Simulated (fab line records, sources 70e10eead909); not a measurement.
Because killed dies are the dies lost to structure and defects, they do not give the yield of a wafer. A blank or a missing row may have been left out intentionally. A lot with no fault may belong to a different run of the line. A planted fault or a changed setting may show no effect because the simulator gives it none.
fab line records -- flow nand_harc
record: lots: 14, wafers: 42, last_day: 33
route steps=1302 shown P_GATE@172
lots untouched by any fault: they come from a run of this same line in which no faults occurred
start_h: hours from the record's opening day to when the first of the lot's shown wafers began -- wait_h: hours elapsed since this lot's preceding step -- " repeats the value in the row above -- L1.1+2: a single row standing in for several wafers -- - no value, or no start given -- * or withheld: withheld -- < > ~ a bound
route shown NAME@n: a module of which the file shows steps, and the number in the route of the first -- usual: mean/standard deviation taken from wafers without a fault -- same: alike in all rows -- chamber/n: place in a boat -- sites: the reading at each site -- _std_site: standard deviation across them -- _edge_site: outer sites' mean less inner sites' -- radius_mm: how far each site lies from the wafer's centre -- mask NAME#n: copy n -- behind: the last tool/chamber to shape the wafer -- hold: what put the lot on hold/how long, in hours/how the hold closed -- device: names the non-switching transistor (n, p or np) -- end of line: the tests these same wafers got at the end of their route -- for a step that has no rows: nothing shown but its recipe -- killed: at the first sort, the dies lost to defects and structure; wafer yield is something else -- map: the dies of a wafer, with x for killed, . for not killed, _ for no die there
set.NAME: the setting as run; set.NAME@STEP: as run at that earlier step -- model.NAME: the simulator's own value behind a step, which no gauge read
a sample of lots followed through the steps of the route, with each step as a table and each wafer as a row
services: when a tool's chamber went out of use (start_h, in hours from the record's first day, below 0 if earlier), for how many hours, and the reason
== steps ==
step: NHARC_P_GATE_DESCUM_48
recipe: time_s: 3, o2_flow_sccm: 200, ar_flow_sccm: 0, bias_power_w: 0, chemistry: O2
usual: drypump_motor_current_A: 5.9/0.36, oes_product_au: 1.002/0.011, rf_vpp_V: 57.4/0.85, showerhead_plenum_p_Torr: 1.85/0.068, throttle_valve_pct: 11.312/0.0093
lot.wafer,tool,chamber,start_h,wait_h,drypump_motor_current_A,oes_product_au,rf_hours_counter_h,rf_vpp_V,showerhead_plenum_p_Torr,throttle_valve_pct
L669.3,rie_diel-08,1,106.87,-,5.4,1.018,3,57.8,1.94,11.325
L669.2,rie_diel-08,2,106.87,-,5.7,0.994,4,57.1,1.81,11.314
L669.6,rie_diel-08,3,106.87,-,5.3,1.015,-,56.9,1.79,11.315
L671.1,rie_diel-07,2,130.80,-,5.6,0.992,0,57.2,1.90,11.297
L671.5,rie_diel-07,1,130.80,-,6.0,0.990,-,57.4,1.90,11.299
L671.6,rie_diel-07,2,130.80,-,5.6,0.995,-,58.0,1.90,11.309
L672.1,rie_diel-10,0,136.77,-,5.9,1.018,4,57.7,1.88,11.322
L672.4,rie_diel-10,1,136.77,-,6.5,1.006,2,56.7,1.78,11.321
L672.5,rie_diel-10,0,136.77,-,5.9,1.024,-,56.7,1.88,11.305
L675.1,rie_diel-07,1,177.88,-,6.0,0.991,2,57.9,1.90,11.313
L675.2,rie_diel-07,2,177.88,-,5.6,1.001,2,56.2,1.90,11.320
L675.5,rie_diel-07,1,177.88,-,6.0,0.991,-,57.7,1.90,11.315
L677.3,rie_diel-07,0,189.04,-,6.3,0.993,2,58.1,1.96,11.314
L677.1,rie_diel-07,1,189.04,-,6.0,0.987,2,57.8,1.90,11.293
L677.6,rie_diel-07,1,189.04,-,6.0,0.992,-,58.6,1.90,11.307
L678.4,rie_diel-10,1,207.86,-,6.5,1.011,7,55.8,1.78,11.314
L678.3,rie_diel-10,3,207.86,-,6.1,1.003,9,57.7,1.79,11.301
L678.2,rie_diel-10,0,207.86,-,5.9,1.031,9,58.2,1.88,11.308
L684.2,rie_diel-10,3,256.45,-,6.0,0.989,0,58.6,1.79,11.314
L684.5,rie_diel-10,0,256.45,-,5.9,1.004,-,58.6,1.88,11.313
L684.6,rie_diel-10,1,256.45,-,6.5,0.990,-,58.4,1.78,11.311
L685.4,rie_diel-10,2,277.20,-,5.9,1.008,2,57.2,1.78,11.309
L685.1,rie_diel-10,0,277.20,-,6.0,1.011,1,56.8,1.88,11.302
L685.5,rie_diel-10,2,277.20,-,5.9,1.018,-,57.1,1.78,11.312
L686.1,rie_diel-10,0,279.23,-,5.9,0.993,1,59.8,1.88,11.294
L686.4,rie_diel-10,1,279.23,-,6.5,0.978,2,57.5,1.78,11.297
L686.3,rie_diel-10,3,279.23,-,6.1,1.005,2,56.7,1.78,11.326
L687.3,rie_diel-10,1,295.53,-,6.5,0.982,3,58.3,1.78,11.315
L687.2,rie_diel-10,2,295.53,-,5.9,1.010,3,57.4,1.78,11.320
L687.4,rie_diel-10,1,295.53,-,6.5,0.995,-,56.3,1.78,11.320
L688.2,rie_diel-08,0,295.96,-,5.9,1.022,6,56.7,1.81,11.327
L688.4,rie_diel-08,1,295.96,-,5.5,1.014,6,58.1,1.94,11.312
L688.6,rie_diel-08,2,295.96,-,5.7,1.010,-,56.0,1.81,11.297
L689.1,rie_diel-10,2,310.24,-,6.0,1.018,3,58.1,1.78,11.319
L689.4,rie_diel-10,0,310.24,-,5.9,1.019,2,59.3,1.88,11.305
L689.6,rie_diel-10,3,310.24,-,6.0,1.005,-,56.6,1.79,11.319
L691.3,rie_diel-07,3,340.57,-,5.4,1.010,2,56.2,1.93,11.316
L691.1,rie_diel-07,1,340.57,-,6.0,1.000,2,56.7,1.90,11.314
L691.6,rie_diel-07,3,340.57,-,5.4,1.013,-,58.7,1.93,11.316
L692.1,rie_diel-07,2,342.95,-,5.5,1.010,2,59.1,1.90,11.304
L692.3,rie_diel-07,3,342.95,-,5.4,1.007,2,56.4,1.93,11.313
L692.2,rie_diel-07,0,342.95,-,6.3,1.028,2,57.5,1.96,11.297
step: NHARC_P_GATE_CD_MEAS_59
recipe: target_cd_nm: 720, landing_energy_ev: 500
usual: cd_nm: 720.1/2.4
lot.wafer,tool,chamber,start_h,wait_h,cd_nm
L669.2,cd_sem-03,0,108.44,-,721.5
L669.3,cd_sem-03,0,108.44,-,722.9
L669.6,cd_sem-03,0,108.44,-,722.5
L671.1,cd_sem-02,0,132.25,-,719.0
L671.5,cd_sem-02,0,132.25,-,716.4
L671.6,cd_sem-02,0,132.25,-,716.0
L672.1,cd_sem-02,0,138.37,-,715.4
L672.4,cd_sem-02,0,138.37,-,720.7
L672.5,cd_sem-02,0,138.37,-,719.8
L675.1,cd_sem-02,0,179.45,-,719.6
L675.2,cd_sem-02,0,179.45,-,721.2
L675.5,cd_sem-02,0,179.45,-,714.5
L677.1,cd_sem-03,0,190.77,-,723.6
L677.3,cd_sem-03,0,190.77,-,719.5
L677.6,cd_sem-03,0,190.77,-,720.1
L678.2,cd_sem-01,0,209.45,-,721.6
L678.3,cd_sem-01,0,209.45,-,715.3
L678.4,cd_sem-01,0,209.45,-,717.9
L684.2,cd_sem-02,0,258.01,-,719.2
L684.5,cd_sem-02,0,258.01,-,717.1
L684.6,cd_sem-02,0,258.01,-,718.7
L685.1,cd_sem-01,0,278.79,-,716.0
L685.4,cd_sem-01,0,278.79,-,723.7
L685.5,cd_sem-01,0,278.79,-,718.9
L686.1,cd_sem-01,0,280.82,-,721.1
L686.3,cd_sem-01,0,280.82,-,720.4
L686.4,cd_sem-01,0,280.82,-,721.3
L687.2,cd_sem-03,0,297.14,-,721.7
L687.3,cd_sem-03,0,297.14,-,720.4
L687.4,cd_sem-03,0,297.14,-,721.3
L688.2,cd_sem-01,0,297.41,-,718.6
L688.4,cd_sem-01,0,297.41,-,714.7
L688.6,cd_sem-01,0,297.41,-,718.7
L689.1,cd_sem-02,0,311.83,-,720.2
L689.4,cd_sem-02,0,311.83,-,720.2
L689.6,cd_sem-02,0,311.83,-,719.9
L691.1,cd_sem-01,0,342.03,-,722.0
L691.3,cd_sem-01,0,342.03,-,718.5
L691.6,cd_sem-01,0,342.03,-,719.1
L692.1,cd_sem-02,0,344.54,-,722.4
L692.2,cd_sem-02,0,344.54,-,721.4
L692.3,cd_sem-02,0,344.54,-,722.7
step: NHARC_P_GATE_DEVELOP_90
recipe: time_s: 70
usual: chill_plate_temp_C: 22.99/0.099, exhaust_pa: 44.8/0.88
lot.wafer,tool,chamber,start_h,wait_h,chill_plate_temp_C,exhaust_pa
L669.2,litho_track-02,0,110,-,23.15,46.3
L669.3,litho_track-02,0,110,-,23.22,43.3
L669.6,litho_track-02,0,110,-,23.10,45.4
L671.1,litho_track-02,0,133,-,22.93,46.0
L671.5,litho_track-02,0,133,-,22.87,43.3
L671.6,litho_track-02,0,133,-,22.91,45.0
L672.1,litho_track-03,0,140,-,23.00,44.3
L672.4,litho_track-03,0,140,-,23.02,45.3
L672.5,litho_track-03,0,140,-,22.84,44.8
L675.1,litho_track-05,0,181,-,23.15,45.8
L675.2,litho_track-05,0,181,-,23.13,45.5
L675.5,litho_track-05,0,181,-,23.01,45.6
L677.1,litho_track-05,-,192,-,-,-
L677.3,litho_track-05,-,192,-,-,-
L677.6,litho_track-05,-,192,-,-,-
L678.2,litho_track-03,-,211,-,-,-
L678.3,litho_track-03,-,211,-,-,-
L678.4,litho_track-03,-,211,-,-,-
L684.2,litho_track-05,0,259,-,22.99,45.3
L684.5,litho_track-05,0,259,-,22.79,43.9
L684.6,litho_track-05,0,259,-,23.01,45.1
L685.1,litho_track-02,0,280,-,23.11,45.2
L685.4,litho_track-02,0,280,-,23.11,43.8
L685.5,litho_track-02,0,280,-,23.07,43.6
L686.1,litho_track-02,0,282,-,22.91,45.4
L686.3,litho_track-02,0,282,-,22.91,43.6
L686.4,litho_track-02,0,282,-,22.96,46.1
L687.2,litho_track-05,0,298,-,22.90,45.8
L687.3,litho_track-05,0,298,-,23.01,44.3
L687.4,litho_track-05,0,298,-,23.13,45.4
L688.2,litho_track-02,0,299,-,23.03,43.8
L688.4,litho_track-02,0,299,-,22.98,44.3
L688.6,litho_track-02,0,299,-,23.00,44.6
L689.1,litho_track-03,0,313,-,23.09,44.9
L689.4,litho_track-03,0,313,-,22.98,45.9
L689.6,litho_track-03,0,313,-,22.91,46.1
L691.1,litho_track-03,0,343,-,23.07,45.7
L691.3,litho_track-03,0,343,-,23.15,43.9
L691.6,litho_track-03,0,343,-,23.03,45.3
L692.1,litho_track-03,0,346,-,22.78,45.6
L692.2,litho_track-03,0,346,-,22.83,45.5
L692.3,litho_track-03,0,346,-,23.09,45.8
step: NHARC_P_GATE_RTA_82
recipe: temp_c: 450, time_s: 30
usual: lamp_power_pct: 4.16/0.24, wafer_temp_C_max: 451.6/0.38
lot.wafer,tool,chamber,start_h,wait_h,lamp_power_pct,wafer_temp_C_max
L669.2,rtp_anneal-01,0,113.06,-,4.39,452.4
L669.3,rtp_anneal-01,0,113.06,-,4.38,452.1
L669.6,rtp_anneal-01,0,113.06,-,4.38,451.4
L671.1,rtp_anneal-01,0,136.89,-,4.39,451.7
L671.5,rtp_anneal-01,0,136.89,-,4.38,451.6
L671.6,rtp_anneal-01,0,136.89,-,4.39,451.4
L672.1,rtp_anneal-01,0,142.96,-,4.37,452.2
L672.4,rtp_anneal-01,0,142.96,-,4.39,452.0
L672.5,rtp_anneal-01,0,142.96,-,4.38,451.3
L675.1,rtp_anneal-01,0,184.05,-,4.38,451.9
L675.2,rtp_anneal-01,0,184.05,-,4.38,451.8
L675.5,rtp_anneal-01,0,184.05,-,4.38,451.8
L677.1,rtp_anneal-01,0,195.35,-,4.38,451.9
L677.3,rtp_anneal-01,0,195.35,-,4.38,452.1
L677.6,rtp_anneal-01,0,195.35,-,4.39,451.5
L678.2,rtp_anneal-02,0,214.05,-,3.91,452.1
L678.3,rtp_anneal-02,0,214.05,-,3.91,451.4
L678.4,rtp_anneal-02,0,214.05,-,3.91,451.7
L684.2,rtp_anneal-01,0,262.50,-,4.38,451.6
L684.5,rtp_anneal-01,0,262.50,-,4.38,451.5
L684.6,rtp_anneal-01,0,262.50,-,4.38,452.1
L685.1,rtp_anneal-01,0,283.36,-,4.38,451.9
L685.4,rtp_anneal-01,0,283.36,-,4.38,451.8
L685.5,rtp_anneal-01,0,283.36,-,4.38,451.5
L686.1,rtp_anneal-02,0,285.42,-,3.91,451.9
L686.3,rtp_anneal-02,0,285.42,-,3.91,451.7
L686.4,rtp_anneal-02,0,285.42,-,3.91,450.9
L687.2,rtp_anneal-01,0,301.91,-,4.39,451.7
L687.3,rtp_anneal-01,0,301.91,-,4.39,451.1
L687.4,rtp_anneal-01,0,301.91,-,4.38,451.5
L688.2,rtp_anneal-01,0,302.08,-,4.38,451.5
L688.4,rtp_anneal-01,0,302.08,-,4.38,451.1
L688.6,rtp_anneal-01,0,302.08,-,4.38,451.4
L689.1,rtp_anneal-02,0,316.42,-,3.90,451.3
L689.4,rtp_anneal-02,0,316.42,-,3.91,451.2
L689.6,rtp_anneal-02,0,316.42,-,3.90,451.4
L691.1,rtp_anneal-01,0,346.95,-,4.38,451.6
L691.3,rtp_anneal-01,0,346.95,-,4.38,451.4
L691.6,rtp_anneal-01,0,346.95,-,4.38,451.1
L692.1,rtp_anneal-01,0,350.04,-,4.38,451.7
L692.2,rtp_anneal-01,0,350.04,-,4.38,451.6
L692.3,rtp_anneal-01,0,350.04,-,4.38,451.8
== services ==
tool,chamber,start_h,hours,kind
rie_diel-10,0,99.00,-,clean
rie_diel-10,1,99.00,-,clean
rie_diel-10,2,99.00,-,clean
rie_diel-10,3,99.00,-,clean
litho_track-03,-,100.00,7.0,pm
rie_diel-07,-,117.20,9.0,pm
rie_diel-10,0,123.50,-,clean
rie_diel-10,1,123.50,-,clean
rie_diel-10,2,123.50,-,clean
rie_diel-10,3,123.50,-,clean
litho_track-05,-,124.01,7.0,pm
rie_diel-10,0,148.16,-,clean
rie_diel-08,-,190.80,9.0,pm
rie_diel-07,1,215.89,7.1,repair
litho_track-02,-,227.00,7.0,pm
rie_diel-10,-,242.50,9.0,pm
rie_diel-08,-,262.65,0.3,repair
litho_track-03,-,275.00,7.0,pm
rie_diel-10,-,276.55,0.3,repair
rie_diel-10,0,281.81,17.0,repair
rie_diel-07,-,294.20,9.0,pm
litho_track-05,-,299.01,7.0,pm
rie_diel-08,2,324.83,2.6,repair
rie_diel-07,1,343.06,8.8,repair
== key ==
first_sign: step: NHARC_P_GATE_DEVELOP_90, reading: tool_record, direction: missing
effect none on later readings
met_at NHARC_P_GATE_DEVELOP_90
struck_lots L677,L678
sort_left_out L677.1,L677.3,L677.6,L678.2,L678.3,L678.4
tester_left_out L677,L678
not_acting_at NHARC_P_GATE_DESCUM_48,NHARC_P_GATE_CD_MEAS_59,NHARC_P_GATE_RTA_82
fault: kind: skipped_step_whole, tool: litho_track-03,litho_track-05, chamber: -, onset_h: 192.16, steps: NHARC_P_GATE_DEVELOP_90, scope: struck_lots_only
tester_left_out: of these lots the tester's yield and bins aren't shown, on N5 and GAA mostly nor the transistor test; their killed dies are dies lost to structure and defects alone, not to doping, threshold or leakage, so they don't give the yield
sort_left_out: the simulated sort isn't trusted on such a fault, so these wafers' sort isn't shown, and their yield isn't known
